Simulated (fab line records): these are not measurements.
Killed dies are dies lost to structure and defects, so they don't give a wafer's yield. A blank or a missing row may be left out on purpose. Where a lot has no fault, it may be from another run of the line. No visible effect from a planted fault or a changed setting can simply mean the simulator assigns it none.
Lot-split experiment ; flow n5Finfet ; on a route of 1938 steps: 7 lots, 21 wafers read

== SPLIT DETAILS ==
At N5_BEOL_M5_ETCH_68 (etches SOC in N2/H2, target depth 80 nm, overetch 16 nm, time 120 s), the setting biasW was moved away from the recipe's 150 W on 9 of the 21 wafers read, by -10.4% to +11.7%. This setting was run at the recipe's value on the other wafers.

The reading is taken at the split's own step.

== THE READING ==
rfVppV, in V, at N5_BEOL_M5_ETCH_68 (etches SOC in N2/H2, target depth 80 nm, overetch 16 nm, time 120 s). Fault-free wafers of this fab line usually give 524.8 V, standard deviation 1.8 V.

wafer;tool, chamber at the split;biasW as run, W;against the recipe;rfVppV, V;against lot-mates on the recipe
L074.1;rieDiel-01, 0;150;recipe;522.4;-
L074.2;rieDiel-01, 2;167.6;+11.7%;560.1;+37.7
L074.5;rieDiel-01, 3;167.6;+11.7%;560.8;+38.4
L075.1;rieDiel-01, 2;150;recipe;523.4;-
L075.2;rieDiel-01, 0;150;recipe;522.2;-
L075.6;rieDiel-01, 1;163;+8.7%;555.3;+32.5
L079.4;rieDiel-05, 1;150;recipe;524.7;-
L079.5;rieDiel-05, 2;150;recipe;525.6;-
L079.6;rieDiel-05, 1;150;recipe;525.6;-
L080.1;rieDiel-05, 3;162.3;+8.2%;552.5;+28.9
L080.4;rieDiel-05, 1;162.3;+8.2%;549.5;+25.9
L080.5;rieDiel-05, 3;150;recipe;523.6;-
L085.1;rieDiel-05, 3;150;recipe;526.1;-
L085.3;rieDiel-05, 0;150;recipe;526.7;-
L085.6;rieDiel-05, 3;150;recipe;525.3;-
L087.1;rieDiel-05, 0;156.8;+4.5%;540.1;+15.8
L087.3;rieDiel-05, 3;150;recipe;524.3;-
L087.5;rieDiel-05, 2;156.8;+4.5%;541.1;+16.8
L096.1;rieDiel-04, 2;150;recipe;525.3;-
L096.3;rieDiel-04, 1;134.4;-10.4%;491.6;-33.7
L096.4;rieDiel-04, 3;134.4;-10.4%;489.1;-36.2

FIT RESULTS
A straight line over all 21 wafers: rfVppV changes by +3.23 V for each +1% of biasW; r = +1.00; the points scatter about the line by 1.6 V.
The same after taking each lot's own level away (the mean of its wafers on the recipe; 21 wafers): +3.36 V for each +1%; r = +1.00; scatter 1.2 V.
That fit puts the effect of the largest move of biasW on the reading at 39 V.
From 522.40 to 526.03 V: that is the span of the lots' own levels, equal to 2.0 times the standard deviation above.
The two slopes agree, so the slope changes little with the lot-to-lot level.
Check: with one of the wafers moved furthest among these (+11.7%) left out of the fit, the line predicts +40 V for it against its lot-mates. Against them it came out at +37.7 V.
Tool readings at the split's step, against how far the setting was moved: rfVppV r = +1.00.

== FILE'S OWN FIT ==
rfVppV changes by +3.4 V for each +1% of biasW, r = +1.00.
